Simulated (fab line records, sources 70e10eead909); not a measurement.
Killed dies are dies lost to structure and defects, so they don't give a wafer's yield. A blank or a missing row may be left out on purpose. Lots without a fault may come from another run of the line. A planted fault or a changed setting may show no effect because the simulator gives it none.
Which tool did it? | flow nand_harc | 24 lots, 72 wafers sampled, at 4 steps of a route of 1159

WHAT THE GAUGES READ, wafer by wafer
NHARC_A_M0_THK_MEAS_24: measures by xrf. Usual: thk_nm 113.3 nm, standard deviation 1.3.
lot  | measured     | on            | thk_nm (nm)       | flag
L074 | day 17 10:16 | film_metro-02 | 113.1 113.0 113.3 |
L077 | day 17 18:33 | film_metro-01 | 114.9 112.7 111.6 |
L076 | day 17 21:56 | film_metro-01 | 114.8 113.3 113.0 |
L079 | day 17 23:23 | film_metro-02 | 113.3 112.8 114.2 |
L075 | day 18 04:53 | film_metro-02 | 110.7 111.8 112.0 |
L078 | day 18 11:17 | film_metro-01 | 111.7 110.8 113.1 |
L080 | day 19 13:24 | film_metro-02 | 113.9 114.2 113.0 |
L081 | day 19 14:00 | film_metro-02 | 113.6 112.8 114.8 |
L083 | day 19 20:32 | film_metro-01 | 115.5 114.8 112.9 |
L082 | day 19 21:25 | film_metro-01 | 113.3 114.7 114.6 |
L084 | day 20 06:55 | film_metro-01 | 114.8 115.4 115.1 |
L085 | day 20 07:14 | film_metro-01 | 113.0 112.0 113.2 |
L087 | day 21 00:55 | film_metro-02 | 112.8 110.5 112.4 |
L086 | day 21 01:33 | film_metro-02 | 113.3 114.3 113.6 |
L092 | day 21 18:40 | film_metro-01 | 114.7 114.0 113.1 |
L091 | day 21 19:02 | film_metro-01 | 113.8 114.8 112.9 |
L089 | day 22 01:10 | film_metro-01 | 114.1 111.8 114.6 |
L088 | day 22 05:04 | film_metro-01 | 113.7 115.3 113.6 |
L093 | day 22 05:46 | film_metro-01 | 113.1 111.2 113.4 |
L090 | day 22 08:05 | film_metro-02 | 112.3 113.0 113.5 |
L094 | day 22 19:18 | film_metro-02 | 114.1 111.0 110.8 |
L095 | day 22 19:59 | film_metro-01 | 114.5 113.5 113.6 |
L096 | day 23 07:27 | film_metro-01 | 113.7 112.1 111.5 |
L097 | day 23 18:37 | film_metro-01 | 115.5 113.0 115.6 |

WHICH TOOL RAN EACH LOT (tool, then ch and the chambers of the sampled wafers, then the start)
lot  | NHARC_A_CONTACT_ETCH_135             | NHARC_A_CONTACT_ETCH_139             | NHARC_A_M0_CMP_23
L074 | har_cap_etch-03 ch 0,1, day 16 18:32 | har_cap_etch-03 ch 0,1, day 16 19:03 | cmp-02 ch 0,1,2, day 17 10:02
L077 | har_cap_etch-03 ch 0,1, day 17 07:31 | har_cap_etch-03 ch 0,1, day 17 08:00 | cmp-01 ch 0,2, day 17 18:14
L076 | har_cap_etch-01 ch 0,1, day 17 08:09 | har_cap_etch-01 ch 0,1, day 17 08:40 | cmp-01 ch 0,1,3, day 17 21:37
L079 | har_cap_etch-02 ch 0,1, day 17 12:22 | har_cap_etch-02 ch 0,1, day 17 12:52 | cmp-02 ch 0,1,2, day 17 23:07
L075 | har_cap_etch-01 ch 0,1, day 17 14:07 | har_cap_etch-01 ch 0,1, day 17 14:39 | cmp-03 ch 1,2, day 18 04:37
L078 | har_cap_etch-03 ch 0,1, day 17 17:51 | har_cap_etch-03 ch 0,1, day 17 18:20 | cmp-03 ch 0,1,2, day 18 11:00
L080 | har_cap_etch-01 ch 0,1, day 18 21:46 | har_cap_etch-01 ch 0,1, day 18 22:17 | cmp-01 ch 0,1, day 19 13:05
L081 | har_cap_etch-01 ch 0,1, day 19 00:39 | har_cap_etch-01 ch 0,1, day 19 01:10 | cmp-03 ch 0,1,3, day 19 13:45
L083 | har_cap_etch-02 ch 0,1, day 19 07:11 | har_cap_etch-02 ch 0,1, day 19 07:40 | cmp-02 ch 0,1, day 19 20:14
L082 | har_cap_etch-01 ch 0,1, day 19 08:58 | har_cap_etch-01 ch 0,1, day 19 09:26 | cmp-01 ch 0,3, day 19 21:06
L084 | har_cap_etch-02 ch 0,1, day 19 12:41 | har_cap_etch-02 ch 0,1, day 19 13:11 | cmp-02 ch 0,2,3, day 20 06:36
L085 | har_cap_etch-01 ch 0, day 19 15:38   | har_cap_etch-01 ch 0, day 19 16:08   | cmp-03 ch 0,2,3, day 20 06:55
L087 | har_cap_etch-03 ch 0,1, day 20 07:21 | har_cap_etch-03 ch 0,1, day 20 07:52 | cmp-01 ch 0,1,3, day 21 00:41
L086 | har_cap_etch-02 ch 0,1, day 20 08:28 | har_cap_etch-02 ch 0,1, day 20 08:57 | cmp-03 ch 1,2,3, day 21 01:17
L092 | har_cap_etch-01 ch 0,1, day 20 20:52 | har_cap_etch-01 ch 0,1, day 20 21:22 | cmp-03 ch 0,1,2, day 21 18:21
L091 | har_cap_etch-01 ch 0,1, day 20 23:11 | har_cap_etch-01 ch 0,1, day 20 23:43 | cmp-03 ch 0,1, day 21 18:43
L089 | har_cap_etch-02 ch 0,1, day 21 06:02 | har_cap_etch-02 ch 0,1, day 21 06:31 | cmp-02 ch 0,1,2, day 22 00:50
L088 | har_cap_etch-01 ch 0,1, day 21 11:56 | har_cap_etch-01 ch 0,1, day 21 12:26 | cmp-02 ch 0,3, day 22 04:44
L093 | har_cap_etch-03 ch 0,1, day 21 13:11 | har_cap_etch-03 ch 0,1, day 21 13:40 | cmp-01 ch 2,3, day 22 05:26
L090 | har_cap_etch-03 ch 0,1, day 21 17:08 | har_cap_etch-03 ch 0,1, day 21 17:37 | cmp-03 ch 0,1,2, day 22 07:50
L094 | har_cap_etch-02 ch 0,1, day 22 03:04 | har_cap_etch-02 ch 0,1, day 22 03:34 | cmp-03 ch 1,2,3, day 22 18:59
L095 | har_cap_etch-01 ch 0,1, day 22 05:25 | har_cap_etch-01 ch 0,1, day 22 05:54 | cmp-01 ch 0,1,2, day 22 19:42
L096 | har_cap_etch-01 ch 0,1, day 22 19:38 | har_cap_etch-01 ch 0,1, day 22 20:07 | cmp-03 ch 1,3, day 23 07:09
L097 | har_cap_etch-03 ch 0,1, day 23 00:49 | har_cap_etch-03 ch 0,1, day 23 01:20 | cmp-02 ch 1,2,3, day 23 18:18
- NHARC_A_CONTACT_ETCH_135: etches the open film in C4F8/O2/Ar, time 132 s, target depth 1287 nm.
- NHARC_A_CONTACT_ETCH_139: etches the open film in C4F8/O2/Ar, time 137 s, target depth 590 nm.
- NHARC_A_M0_CMP_23: polishes, t overpolish 20 s, target thk 113.75 nm.

WHAT THE TOOLS THEMSELVES READ (means of the sampled wafers that have a number; where no wafer has one, the mark that the record gives instead)
NHARC_A_CONTACT_ETCH_135. Usual: oes_air_line_au 0.998 a.u., standard deviation 0.017.
lot  | tool            | oes_air_line_au (a.u.) | flag
L074 | har_cap_etch-03 | 0.977                  |
L077 | har_cap_etch-03 | 1.018                  |
L076 | har_cap_etch-01 | 1.005                  |
L079 | har_cap_etch-02 | 1.004                  |
L075 | har_cap_etch-01 | 0.992                  |
L078 | har_cap_etch-03 | 0.990                  |
L080 | har_cap_etch-01 | 0.997                  |
L081 | har_cap_etch-01 | 0.990                  |
L083 | har_cap_etch-02 | 1.022                  |
L082 | har_cap_etch-01 | 0.992                  |
L084 | har_cap_etch-02 | 0.987                  |
L085 | har_cap_etch-01 | 0.986                  |
L087 | har_cap_etch-03 | 1.006                  |
L086 | har_cap_etch-02 | 1.003                  |
L092 | har_cap_etch-01 | 1.011                  |
L091 | har_cap_etch-01 | 1.000                  |
L089 | har_cap_etch-02 | 0.982                  |
L088 | har_cap_etch-01 | 0.992                  |
L093 | har_cap_etch-03 | 1.011                  |
L090 | har_cap_etch-03 | 1.027                  |
L094 | har_cap_etch-02 | 0.996                  |
L095 | har_cap_etch-01 | 0.982                  |
L096 | har_cap_etch-01 | 1.005                  |
L097 | har_cap_etch-03 | 1.005                  |

NHARC_A_CONTACT_ETCH_139. Usual: oes_air_line_au 0.997 a.u., standard deviation 0.021.
lot  | tool            | oes_air_line_au (a.u.) | flag
L074 | har_cap_etch-03 | 0.991                  |
L077 | har_cap_etch-03 | 0.998                  |
L076 | har_cap_etch-01 | 0.984                  |
L079 | har_cap_etch-02 | 0.993                  |
L075 | har_cap_etch-01 | 0.985                  |
L078 | har_cap_etch-03 | 0.975                  |
L080 | har_cap_etch-01 | 1.013                  |
L081 | har_cap_etch-01 | 1.003                  |
L083 | har_cap_etch-02 | 1.021                  |
L082 | har_cap_etch-01 | 0.998                  |
L084 | har_cap_etch-02 | 0.997                  |
L085 | har_cap_etch-01 | 0.998                  |
L087 | har_cap_etch-03 | 0.984                  |
L086 | har_cap_etch-02 | 1.011                  |
L092 | har_cap_etch-01 | 1.018                  |
L091 | har_cap_etch-01 | 1.023                  |
L089 | har_cap_etch-02 | 1.003                  |
L088 | har_cap_etch-01 | 0.993                  |
L093 | har_cap_etch-03 | 0.985                  |
L090 | har_cap_etch-03 | 0.985                  |
L094 | har_cap_etch-02 | 0.963                  |
L095 | har_cap_etch-01 | 0.998                  |
L096 | har_cap_etch-01 | 0.971                  |
L097 | har_cap_etch-03 | 1.014                  |

NHARC_A_M0_CMP_23. Usual: edge_zone_pressure_frac 0.999, standard deviation 0.0053; motor_current_A 12.5 A, standard deviation 1.2; time_to_endpoint_s 28.9 s, standard deviation 2.2.
lot  | tool   | edge_zone_pressure_frac | motor_current_A (A) | time_to_endpoint_s (s) | flag
L074 | cmp-02 | 1.001                   | 12.3                | 31.5                   |
L077 | cmp-01 | 1.003                   | 11.8                | 23.9                   |
L076 | cmp-01 | 0.995                   | 12.7                | 30.0                   |
L079 | cmp-02 | 1.004                   | 12.6                | 29.4                   |
L075 | cmp-03 | 0.996                   | 11.4                | 27.5                   |
L078 | cmp-03 | 1.002                   | 12.6                | 29.7                   |
L080 | cmp-01 | 1.003                   | 11.4                | 30.7                   |
L081 | cmp-03 | 0.996                   | 13.3                | 28.2                   |
L083 | cmp-02 | 0.994                   | 11.9                | 27.4                   |
L082 | cmp-01 | 1.001                   | 12.8                | 31.8                   |
L084 | cmp-02 | 0.999                   | 12.1                | 27.6                   |
L085 | cmp-03 | 0.996                   | 12.0                | 31.8                   |
L087 | cmp-01 | 0.999                   | 12.6                | 27.9                   |
L086 | cmp-03 | 1.002                   | 12.3                | 27.2                   |
L092 | cmp-03 | 1.000                   | 12.2                | 28.3                   |
L091 | cmp-03 | 1.000                   | 12.9                | 30.0                   |
L089 | cmp-02 | 1.000                   | 12.6                | 29.8                   |
L088 | cmp-02 | 1.000                   | 12.3                | 29.3                   |
L093 | cmp-01 | 0.998                   | 14.0                | 29.1                   |
L090 | cmp-03 | 0.999                   | 12.2                | 27.8                   |
L094 | cmp-03 | 0.998                   | 12.2                | 26.9                   |
L095 | cmp-01 | 0.997                   | 11.6                | 28.2                   |
L096 | cmp-03 | 1.002                   | 13.4                | 29.0                   |
L097 | cmp-02 | 1.001                   | 12.3                | 28.2                   |

THE ANSWER, worked out from the rows above alone
Rule: a lot is off if the mean of its wafers that have a number lies more than 3 standard deviations from the usual mean. A lot without any number at a reading at which 4 lots or more have one is off too. The other lots that the step has rows for count as sound. The gauges are gone through in route order, then the tools' own readings, and for those a lot's mean is taken as printed above. The first step at which some lot is off is used, and at that step the reading that is off furthest; a lot without a number counts as furthest.
No lot is off at any reading shown: from this, nothing can be told.

WHAT THE SIMULATOR HAD PUT IN
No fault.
